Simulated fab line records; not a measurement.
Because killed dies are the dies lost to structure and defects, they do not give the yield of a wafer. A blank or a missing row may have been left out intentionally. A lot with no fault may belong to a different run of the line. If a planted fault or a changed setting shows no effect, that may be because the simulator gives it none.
The tool behind it: which one? + flow n5-finfet + Sampling: 21 lots, 63 wafers, 6 of 1938 route steps

## WHAT THE GAUGES READ, wafer by wafer
No reading from a measuring or inspecting step in the record can be judged against a usual standard deviation.

## EACH LOT AND THE TOOL THAT RAN IT (in order: tool; ch and the chambers of the sampled wafers; start)
| lot  | N5_BEOL_M5_ILD_DEP_00           | N5_BEOL_M5_HM_OPEN_17             | N5_BEOL_M5_DESCUM_33               | N5_BEOL_M5_ETCH_67                 | N5_BEOL_M5_DEGAS_44          | N5_BEOL_M5_SPUTTER_48        |
|------|---------------------------------|-----------------------------------|------------------------------------|------------------------------------|------------------------------|------------------------------|
| L074 | pecvd-03 ch 0,1, day 9 19:47    | rie-metal-01 ch 0,1, day 9 21:48  | rie-diel-01 ch 0,1,2, day 10 00:16 | rie-diel-01 ch 0,1,2, day 10 00:20 | pvd-sputter-01, day 10 01:17 | pvd-sputter-02, day 10 02:12 |
| L075 | pecvd-03 ch 0,1,2, day 11 05:28 | rie-metal-02 ch 0,1, day 11 07:12 | rie-diel-06 ch 0,2, day 11 08:37   | rie-diel-06 ch 0,2, day 11 08:41   | pvd-sputter-03, day 11 09:34 | pvd-sputter-01, day 11 10:11 |
| L077 | pecvd-04 ch 0,1,2, day 11 13:29 | rie-metal-02 ch 0,1, day 11 15:44 | rie-diel-03 ch 2,3, day 11 18:38   | rie-diel-03 ch 2,3, day 11 18:41   | pvd-sputter-02, day 11 19:43 | pvd-sputter-03, day 11 20:34 |
| L078 | pecvd-02 ch 0,1, day 11 19:29   | rie-metal-01 ch 0,1, day 11 21:30 | rie-diel-06 ch 0,1,3, day 12 00:32 | rie-diel-06 ch 0,1,3, day 12 00:35 | pvd-sputter-03, day 12 01:43 | pvd-sputter-02, day 12 02:25 |
| L080 | pecvd-04 ch 0,2, day 12 02:47   | rie-metal-02 ch 0,1, day 12 05:59 | rie-diel-06 ch 0,1, day 12 06:49   | rie-diel-06 ch 0,1, day 12 06:52   | pvd-sputter-03, day 12 07:56 | pvd-sputter-02, day 12 09:38 |
| L081 | pecvd-02 ch 1,2, day 12 06:04   | rie-metal-01 ch 0,1, day 12 07:44 | rie-diel-03 ch 0,1,2, day 12 10:32 | rie-diel-03 ch 0,1,2, day 12 10:35 | pvd-sputter-03, day 12 11:53 | pvd-sputter-03, day 12 14:13 |
| L082 | pecvd-04 ch 0,1,2, day 12 12:28 | rie-metal-02 ch 0,1, day 12 15:21 | rie-diel-01 ch 2,3, day 12 15:56   | rie-diel-01 ch 2,3, day 12 15:59   | pvd-sputter-01, day 12 17:05 | pvd-sputter-01, day 12 18:32 |
| L083 | pecvd-02 ch 0,1, day 12 13:07   | rie-metal-02 ch 0,1, day 12 15:33 | rie-diel-01 ch 0,1,3, day 12 16:25 | rie-diel-01 ch 0,1,3, day 12 16:28 | pvd-sputter-01, day 12 17:22 | pvd-sputter-02, day 12 18:04 |
| L084 | pecvd-03 ch 0,1, day 12 17:55   | rie-metal-02 ch 0,1, day 12 19:53 | rie-diel-06 ch 0,3, day 12 22:11   | rie-diel-06 ch 0,3, day 12 22:15   | pvd-sputter-02, day 12 23:19 | pvd-sputter-01, day 12 23:52 |
| L085 | pecvd-04 ch 0,1, day 13 01:49   | rie-metal-02 ch 0,1, day 13 04:34 | rie-diel-06 ch 1,2, day 13 07:06   | rie-diel-06 ch 1,2, day 13 07:09   | pvd-sputter-01, day 13 08:25 | pvd-sputter-02, day 13 09:03 |
| L086 | pecvd-03 ch 1,2, day 13 08:41   | rie-metal-03 ch 0,1, day 13 10:47 | rie-diel-01 ch 0,2,3, day 13 12:37 | rie-diel-01 ch 0,2,3, day 13 12:40 | pvd-sputter-01, day 13 13:42 | pvd-sputter-01, day 13 14:22 |
| L092 | pecvd-04 ch 0,2, day 13 08:50   | rie-metal-03 ch 0,1, day 13 10:52 | rie-diel-06 ch 1,2,3, day 13 11:37 | rie-diel-06 ch 1,2,3, day 13 11:40 | pvd-sputter-01, day 13 12:47 | pvd-sputter-02, day 13 13:31 |
| L088 | pecvd-03 ch 0,1,2, day 13 23:07 | rie-metal-02 ch 0,1, day 14 01:24 | rie-diel-01 ch 0,1, day 14 04:40   | rie-diel-01 ch 0,1, day 14 04:43   | pvd-sputter-01, day 14 05:59 | pvd-sputter-01, day 14 06:49 |
| L089 | pecvd-03 ch 0,1, day 14 00:45   | rie-metal-01 ch 0,1, day 14 06:35 | rie-diel-01 ch 2,3, day 14 09:23   | rie-diel-01 ch 2,3, day 14 09:26   | pvd-sputter-03, day 14 10:54 | pvd-sputter-02, day 14 11:29 |
| L087 | pecvd-04 ch 0,1, day 14 03:52   | rie-metal-03 ch 0,1, day 14 06:37 | rie-diel-01 ch 0,1, day 14 10:34   | rie-diel-01 ch 0,1, day 14 10:37   | pvd-sputter-01, day 14 11:40 | pvd-sputter-01, day 14 14:04 |
| L090 | pecvd-02 ch 0,1, day 14 08:16   | rie-metal-02 ch 0,1, day 14 10:25 | rie-diel-01 ch 0,2, day 14 11:38   | rie-diel-01 ch 0,2, day 14 11:41   | pvd-sputter-03, day 14 14:36 | pvd-sputter-03, day 14 15:23 |
| L091 | pecvd-04 ch 0,2, day 14 11:10   | rie-metal-01 ch 0,1, day 14 15:06 | rie-diel-01 ch 0,1,3, day 14 16:52 | rie-diel-01 ch 0,1,3, day 14 16:55 | pvd-sputter-02, day 14 18:16 | pvd-sputter-01, day 14 18:59 |
| L079 | pecvd-02 ch 1,2, day 15 12:16   | rie-metal-01 ch 0,1, day 15 15:24 | rie-diel-06 ch 0,2, day 15 17:38   | rie-diel-06 ch 0,2, day 15 17:41   | pvd-sputter-03, day 15 18:38 | pvd-sputter-03, day 15 19:52 |
| L096 | pecvd-02 ch 0,2, day 15 23:28   | rie-metal-03 ch 0,1, day 16 01:16 | rie-diel-01 ch 1,3, day 16 02:21   | rie-diel-01 ch 1,3, day 16 02:24   | pvd-sputter-02, day 16 03:43 | pvd-sputter-03, day 16 04:23 |
| L094 | pecvd-02 ch 0,1, day 16 10:24   | rie-metal-01 ch 0,1, day 16 12:38 | rie-diel-06 ch 0,1,3, day 16 13:22 | rie-diel-06 ch 0,1,3, day 16 13:25 | pvd-sputter-02, day 16 14:58 | pvd-sputter-02, day 16 15:45 |
| L095 | pecvd-03 ch 1,2, day 16 14:34   | rie-metal-02 ch 0,1, day 16 16:26 | rie-diel-01 ch 1,2,3, day 16 19:33 | rie-diel-01 ch 1,2,3, day 16 19:36 | pvd-sputter-01, day 16 20:29 | pvd-sputter-03, day 16 21:18 |
- N5_BEOL_M5_ILD_DEP_00: deposits SiCOH lowk from DEMS/porogen, target thk 140.64 nm, time 25.9 s.
- N5_BEOL_M5_HM_OPEN_17: chemistry Cl2/BCl3, target TiN, target depth 20 nm, overetch 6 nm.
- N5_BEOL_M5_DESCUM_33: chemistry O2, time 7 s.
- N5_BEOL_M5_ETCH_67: etches SiARC in CF4, target depth 15.6 nm, time 26 s.
- N5_BEOL_M5_DEGAS_44: time 60 s.
- N5_BEOL_M5_SPUTTER_48: material Cu, target thk 15 nm, time 27.62 s.

## AS READ BY THE TOOLS THEMSELVES (means over the sampled wafers that have a number; for cases with no such wafer, the mark the record gives instead)
N5_BEOL_M5_ILD_DEP_00. Usual: heater-power-outer-w 155 W, standard deviation 42; heater-power-w 331 W, standard deviation 60; showerhead-plenum-p-Torr 5.736 Torr, standard deviation 0.016; throttle-valve-pct 13.8 %, standard deviation 0.34.
| lot  | tool     | heater-power-outer-w (W) | heater-power-w (W) | showerhead-plenum-p-Torr (Torr) | throttle-valve-pct (%) | flag |
|------|----------|--------------------------|--------------------|---------------------------------|------------------------|------|
| L074 | pecvd-03 | 90                       | 247                | 5.762                           | 13.7                   |      |
| L075 | pecvd-03 | 144                      | 317                | 5.754                           | 13.4                   |      |
| L077 | pecvd-04 | 167                      | 334                | 5.740                           | 13.9                   |      |
| L078 | pecvd-02 | 146                      | 321                | 5.723                           | 14.0                   |      |
| L080 | pecvd-04 | 148                      | 305                | 5.730                           | 13.9                   |      |
| L081 | pecvd-02 | 174                      | 374                | 5.725                           | 13.7                   |      |
| L082 | pecvd-04 | 161                      | 329                | 5.735                           | 13.7                   |      |
| L083 | pecvd-02 | 139                      | 306                | 5.723                           | 14.1                   |      |
| L084 | pecvd-03 | 103                      | 265                | 5.760                           | 13.8                   |      |
| L085 | pecvd-04 | 144                      | 304                | 5.738                           | 14.0                   |      |
| L086 | pecvd-03 | 164                      | 365                | 5.738                           | 13.2                   |      |
| L092 | pecvd-04 | 125                      | 275                | 5.741                           | 13.8                   |      |
| L088 | pecvd-03 | 135                      | 315                | 5.751                           | 13.6                   |      |
| L089 | pecvd-03 | 113                      | 280                | 5.755                           | 13.6                   |      |
| L087 | pecvd-04 | 140                      | 297                | 5.735                           | 14.0                   |      |
| L090 | pecvd-02 | 142                      | 306                | 5.717                           | 13.9                   |      |
| L091 | pecvd-04 | 139                      | 293                | 5.730                           | 13.8                   |      |
| L079 | pecvd-02 | 193                      | 394                | 5.734                           | 13.9                   |      |
| L096 | pecvd-02 | 214                      | 404                | 5.727                           | 13.9                   |      |
| L094 | pecvd-02 | 140                      | 310                | 5.715                           | 14.1                   |      |
| L095 | pecvd-03 | 145                      | 344                | 5.731                           | 13.3                   |      |

N5_BEOL_M5_HM_OPEN_17. Usual: bcl3-flow-sccm 21.76 sccm, standard deviation 0.062; bias-w 125.9 W, standard deviation 0.36; chamber-pressure-mTorr 10.001 mTorr, standard deviation 0.01; drypump-motor-current-A 6.1 A, standard deviation 0.4; oes-product-au 0.70 a.u., standard deviation 0.04; throttle-valve-pct 22.09 %, standard deviation 0.071.
| lot  | tool         | bcl3-flow-sccm (sccm) | bias-w (W) | chamber-pressure-mTorr (mTorr) | drypump-motor-current-A (A) | oes-product-au (a.u.) | throttle-valve-pct (%) | flag |
|------|--------------|-----------------------|------------|--------------------------------|-----------------------------|-----------------------|------------------------|------|
| L074 | rie-metal-01 | 21.79                 | 125.7      | 9.999                          | 6.2                         | 0.68                  | 22.07                  |      |
| L075 | rie-metal-02 | 21.76                 | 125.8      | 9.998                          | 5.8                         | 0.76                  | 22.06                  |      |
| L077 | rie-metal-02 | 21.77                 | 125.7      | 10.009                         | 5.8                         | 0.76                  | 22.06                  |      |
| L078 | rie-metal-01 | 21.78                 | 125.6      | 10.012                         | 6.4                         | 0.66                  | 22.14                  |      |
| L080 | rie-metal-02 | 21.77                 | 125.9      | 10.004                         | 5.9                         | 0.75                  | 22.06                  |      |
| L081 | rie-metal-01 | 21.78                 | 126.0      | 10.001                         | 6.2                         | 0.67                  | 22.07                  |      |
| L082 | rie-metal-02 | 21.75                 | 125.8      | 10.008                         | 5.8                         | 0.74                  | 22.07                  |      |
| L083 | rie-metal-02 | 21.75                 | 125.4      | 9.999                          | 6.1                         | 0.74                  | 22.03                  |      |
| L084 | rie-metal-02 | 21.74                 | 125.9      | 9.999                          | 5.8                         | 0.73                  | 22.09                  |      |
| L085 | rie-metal-02 | 21.79                 | 125.7      | 10.002                         | 6.1                         | 0.73                  | 22.05                  |      |
| L086 | rie-metal-03 | 21.74                 | 126.0      | 10.005                         | 5.9                         | 0.70                  | 22.09                  |      |
| L092 | rie-metal-03 | 21.80                 | 126.0      | 9.997                          | 6.0                         | 0.69                  | 22.10                  |      |
| L088 | rie-metal-02 | 21.75                 | 125.9      | 10.011                         | 6.1                         | 0.73                  | 22.05                  |      |
| L089 | rie-metal-01 | 21.77                 | 125.8      | 9.992                          | 6.2                         | 0.66                  | 22.09                  |      |
| L087 | rie-metal-03 | 21.73                 | 125.8      | 10.008                         | 6.0                         | 0.68                  | 22.10                  |      |
| L090 | rie-metal-02 | 21.72                 | 126.3      | 10.001                         | 6.2                         | 0.73                  | 22.04                  |      |
| L091 | rie-metal-01 | 21.69                 | 125.9      | 9.996                          | 6.2                         | 0.66                  | 22.08                  |      |
| L079 | rie-metal-01 | 21.76                 | 126.0      | 9.995                          | 6.4                         | 0.65                  | 22.15                  |      |
| L096 | rie-metal-03 | 21.71                 | 125.9      | 10.001                         | 5.9                         | 0.68                  | 22.11                  |      |
| L094 | rie-metal-01 | 21.78                 | 126.4      | 10.002                         | 6.4                         | 0.64                  | 22.15                  |      |
| L095 | rie-metal-02 | 21.72                 | 126.1      | 10.007                         | 6.1                         | 0.71                  | 22.06                  |      |

N5_BEOL_M5_DESCUM_33. Usual: chamber-pressure-mTorr 20.000 mTorr, standard deviation 0.018; drypump-motor-current-A 6.0 A, standard deviation 0.55; oes-product-au 0.79 a.u., standard deviation 0.074; rf-vpp-V 243.2 V, standard deviation 1.4; showerhead-plenum-p-Torr 2.09 Torr, standard deviation 0.066; throttle-valve-pct 20.61 %, standard deviation 0.19.
| lot  | tool        | chamber-pressure-mTorr (mTorr) | drypump-motor-current-A (A) | oes-product-au (a.u.) | rf-vpp-V (V) | showerhead-plenum-p-Torr (Torr) | throttle-valve-pct (%) | flag |
|------|-------------|--------------------------------|-----------------------------|-----------------------|--------------|---------------------------------|------------------------|------|
| L074 | rie-diel-01 | 19.986                         | 6.4                         | 0.81                  | 243.8        | 2.12                            | 20.63                  |      |
| L075 | rie-diel-06 | 20.001                         | 6.4                         | 0.74                  | 242.1        | 2.05                            | 20.61                  |      |
| L077 | rie-diel-03 | 19.982                         | 5.3                         | 0.82                  | 244.2        | 2.14                            | 20.50                  |      |
| L078 | rie-diel-06 | 19.986                         | 5.6                         | 0.81                  | 243.5        | 2.14                            | 20.62                  |      |
| L080 | rie-diel-06 | 20.002                         | 6.0                         | 0.77                  | 243.9        | 2.15                            | 20.64                  |      |
| L081 | rie-diel-03 | 19.988                         | 5.5                         | 0.72                  | 243.4        | 2.08                            | 20.46                  |      |
| L082 | rie-diel-01 | 20.003                         | 6.1                         | 0.88                  | 243.0        | 2.10                            | 20.55                  |      |
| L083 | rie-diel-01 | 20.006                         | 6.3                         | 0.79                  | 243.1        | 2.05                            | 20.65                  |      |
| L084 | rie-diel-06 | 20.003                         | 5.6                         | 0.75                  | 244.1        | 2.13                            | 20.82                  |      |
| L085 | rie-diel-06 | 20.012                         | 5.6                         | 0.89                  | 242.6        | 2.09                            | 20.35                  |      |
| L086 | rie-diel-01 | 19.997                         | 6.3                         | 0.84                  | 243.9        | 2.09                            | 20.67                  |      |
| L092 | rie-diel-06 | 20.016                         | 5.6                         | 0.82                  | 242.7        | 2.08                            | 20.53                  |      |
| L088 | rie-diel-01 | 20.003                         | 6.4                         | 0.73                  | 242.4        | 2.07                            | 20.67                  |      |
| L089 | rie-diel-01 | 19.988                         | 6.3                         | 0.85                  | 244.5        | 2.15                            | 20.59                  |      |
| L087 | rie-diel-01 | 20.031                         | 6.5                         | 0.75                  | 241.7        | 2.04                            | 20.77                  |      |
| L090 | rie-diel-01 | 20.005                         | 6.5                         | 0.81                  | 244.3        | 2.14                            | 20.69                  |      |
| L091 | rie-diel-01 | 20.003                         | 6.3                         | 0.79                  | 242.6        | 2.05                            | 20.67                  |      |
| L079 | rie-diel-06 | 20.013                         | 6.4                         | 0.79                  | 242.2        | 2.04                            | 20.55                  |      |
| L096 | rie-diel-01 | 19.992                         | 6.2                         | 0.75                  | 243.5        | 2.07                            | 20.58                  |      |
| L094 | rie-diel-06 | 19.991                         | 5.6                         | 0.84                  | 244.2        | 2.13                            | 20.55                  |      |
| L095 | rie-diel-01 | 20.001                         | 6.2                         | 0.79                  | 243.8        | 2.10                            | 20.60                  |      |

N5_BEOL_M5_ETCH_67. Usual: bias-w 36.00 W, standard deviation 0.098; chamber-pressure-mTorr 40.00 mTorr, standard deviation 0.061; drypump-motor-current-A 6.0 A, standard deviation 0.55; etch-rf-on-time-s 25.9 s, standard deviation 0.44; oes-product-au 0.68 a.u., standard deviation 0.063; rf-vpp-V 184.2 V, standard deviation 1.1; showerhead-plenum-p-Torr 2.14 Torr, standard deviation 0.067; throttle-valve-pct 15.74 %, standard deviation 0.18.
| lot  | tool        | bias-w (W) | chamber-pressure-mTorr (mTorr) | drypump-motor-current-A (A) | etch-rf-on-time-s (s) | oes-product-au (a.u.) | rf-vpp-V (V) | showerhead-plenum-p-Torr (Torr) | throttle-valve-pct (%) | flag |
|------|-------------|------------|--------------------------------|-----------------------------|-----------------------|-----------------------|--------------|---------------------------------|------------------------|------|
| L074 | rie-diel-01 | 36.08      | 40.01                          | 6.4                         | 25.8                  | 0.69                  | 184.6        | 2.16                            | 15.77                  |      |
| L075 | rie-diel-06 | 36.08      | 40.02                          | 6.4                         | 26.0                  | 0.63                  | 184.0        | 2.11                            | 15.82                  |      |
| L077 | rie-diel-03 | 36.07      | 40.02                          | 5.3                         | 26.1                  | 0.70                  | 185.1        | 2.19                            | 15.66                  |      |
| L078 | rie-diel-06 | 36.10      | 40.09                          | 5.6                         | 25.9                  | 0.70                  | 184.9        | 2.18                            | 15.73                  |      |
| L080 | rie-diel-06 | 36.01      | 40.00                          | 6.0                         | 25.9                  | 0.66                  | 184.7        | 2.19                            | 15.81                  |      |
| L081 | rie-diel-03 | 35.92      | 40.01                          | 5.6                         | 25.8                  | 0.62                  | 184.7        | 2.13                            | 15.67                  |      |
| L082 | rie-diel-01 | 35.94      | 39.98                          | 6.1                         | 25.3                  | 0.75                  | 184.6        | 2.15                            | 15.68                  |      |
| L083 | rie-diel-01 | 36.03      | 40.04                          | 6.3                         | 26.0                  | 0.68                  | 183.3        | 2.10                            | 15.75                  |      |
| L084 | rie-diel-06 | 36.01      | 39.97                          | 5.6                         | 25.9                  | 0.65                  | 185.2        | 2.17                            | 15.88                  |      |
| L085 | rie-diel-06 | 35.88      | 39.98                          | 5.6                         | 25.7                  | 0.75                  | 183.9        | 2.14                            | 15.47                  |      |
| L086 | rie-diel-01 | 35.95      | 39.99                          | 6.3                         | 26.1                  | 0.71                  | 183.5        | 2.14                            | 15.80                  |      |
| L092 | rie-diel-06 | 35.98      | 40.01                          | 5.6                         | 25.8                  | 0.70                  | 183.3        | 2.13                            | 15.65                  |      |
| L088 | rie-diel-01 | 35.98      | 40.01                          | 6.4                         | 26.0                  | 0.63                  | 183.2        | 2.11                            | 15.79                  |      |
| L089 | rie-diel-01 | 35.98      | 40.03                          | 6.3                         | 25.5                  | 0.73                  | 184.7        | 2.20                            | 15.78                  |      |
| L087 | rie-diel-01 | 36.02      | 40.02                          | 6.5                         | 26.3                  | 0.64                  | 183.8        | 2.08                            | 15.90                  |      |
| L090 | rie-diel-01 | 35.91      | 39.83                          | 6.5                         | 25.4                  | 0.70                  | 184.5        | 2.19                            | 15.88                  |      |
| L091 | rie-diel-01 | 35.97      | 40.03                          | 6.3                         | 26.3                  | 0.66                  | 183.9        | 2.09                            | 15.79                  |      |
| L079 | rie-diel-06 | 36.04      | 39.98                          | 6.4                         | 25.5                  | 0.68                  | 183.4        | 2.10                            | 15.71                  |      |
| L096 | rie-diel-01 | 35.97      | 40.02                          | 6.2                         | 26.0                  | 0.65                  | 183.9        | 2.11                            | 15.72                  |      |
| L094 | rie-diel-06 | 35.97      | 40.04                          | 5.6                         | 25.7                  | 0.73                  | 184.1        | 2.17                            | 15.64                  |      |
| L095 | rie-diel-01 | 35.93      | 39.97                          | 6.2                         | 25.5                  | 0.68                  | 184.4        | 2.15                            | 15.75                  |      |

N5_BEOL_M5_DEGAS_44. Usual: heater-power-w 335 W, standard deviation 30.
| lot  | tool           | heater-power-w (W) | flag |
|------|----------------|--------------------|------|
| L074 | pvd-sputter-01 | 361                |      |
| L075 | pvd-sputter-03 | 361                |      |
| L077 | pvd-sputter-02 | 339                |      |
| L078 | pvd-sputter-03 | 338                |      |
| L080 | pvd-sputter-03 | 335                |      |
| L081 | pvd-sputter-03 | 342                |      |
| L082 | pvd-sputter-01 | 358                |      |
| L083 | pvd-sputter-01 | 345                |      |
| L084 | pvd-sputter-02 | 326                |      |
| L085 | pvd-sputter-01 | 372                |      |
| L086 | pvd-sputter-01 | 316                |      |
| L092 | pvd-sputter-01 | 331                |      |
| L088 | pvd-sputter-01 | 321                |      |
| L089 | pvd-sputter-03 | 341                |      |
| L087 | pvd-sputter-01 | 343                |      |
| L090 | pvd-sputter-03 | 332                |      |
| L091 | pvd-sputter-02 | 329                |      |
| L079 | pvd-sputter-03 | 342                |      |
| L096 | pvd-sputter-02 | 329                |      |
| L094 | pvd-sputter-02 | 321                |      |
| L095 | pvd-sputter-01 | 372                |      |

N5_BEOL_M5_SPUTTER_48. Usual: chuck-sensor-temp-C -16.2 C, standard deviation 0.44; throttle-valve-pct 29.8 %, standard deviation 1.1.
| lot  | tool           | chuck-sensor-temp-C (C) | throttle-valve-pct (%) | flag |
|------|----------------|-------------------------|------------------------|------|
| L074 | pvd-sputter-02 | -16.3                   | 30.7                   |      |
| L075 | pvd-sputter-01 | -16.1                   | 30.2                   |      |
| L077 | pvd-sputter-03 | -15.8                   | 30.8                   |      |
| L078 | pvd-sputter-02 | -16.6                   | 29.5                   |      |
| L080 | pvd-sputter-02 | -16.6                   | 29.3                   |      |
| L081 | pvd-sputter-03 | -16.0                   | 30.0                   |      |
| L082 | pvd-sputter-01 | -15.9                   | 30.0                   |      |
| L083 | pvd-sputter-02 | -16.1                   | 28.5                   |      |
| L084 | pvd-sputter-01 | -15.9                   | 30.5                   |      |
| L085 | pvd-sputter-02 | -16.6                   | 30.4                   |      |
| L086 | pvd-sputter-01 | -16.1                   | 29.7                   |      |
| L092 | pvd-sputter-02 | -16.6                   | 30.4                   |      |
| L088 | pvd-sputter-01 | -16.1                   | 30.2                   |      |
| L089 | pvd-sputter-02 | -16.3                   | 30.1                   |      |
| L087 | pvd-sputter-01 | -15.9                   | 30.6                   |      |
| L090 | pvd-sputter-03 | -15.8                   | 30.4                   |      |
| L091 | pvd-sputter-01 | -16.0                   | 29.5                   |      |
| L079 | pvd-sputter-03 | -16.0                   | 29.7                   |      |
| L096 | pvd-sputter-03 | -16.2                   | 29.3                   |      |
| L094 | pvd-sputter-02 | -16.0                   | 29.3                   |      |
| L095 | pvd-sputter-03 | -16.0                   | 30.3                   |      |

## THE ANSWER, worked out from the rows above alone
Rule: take the mean of a lot's wafers that have a number; if it is more than 3 standard deviations from the usual mean, the lot is off. A lot without any number at a reading at which 4 lots or more have one is off too. Any other lot the step has rows for is counted as sound. Order of review: gauges by route order, followed by the tools' own readings, for which a lot's mean as printed above is used. At the first step where some lot is off, the reading lying furthest off is the one used; lots without a number count as furthest.
No lot is off at any reading shown: from this, nothing can be told.

## WHAT HAD BEEN PUT IN BY THE SIMULATOR
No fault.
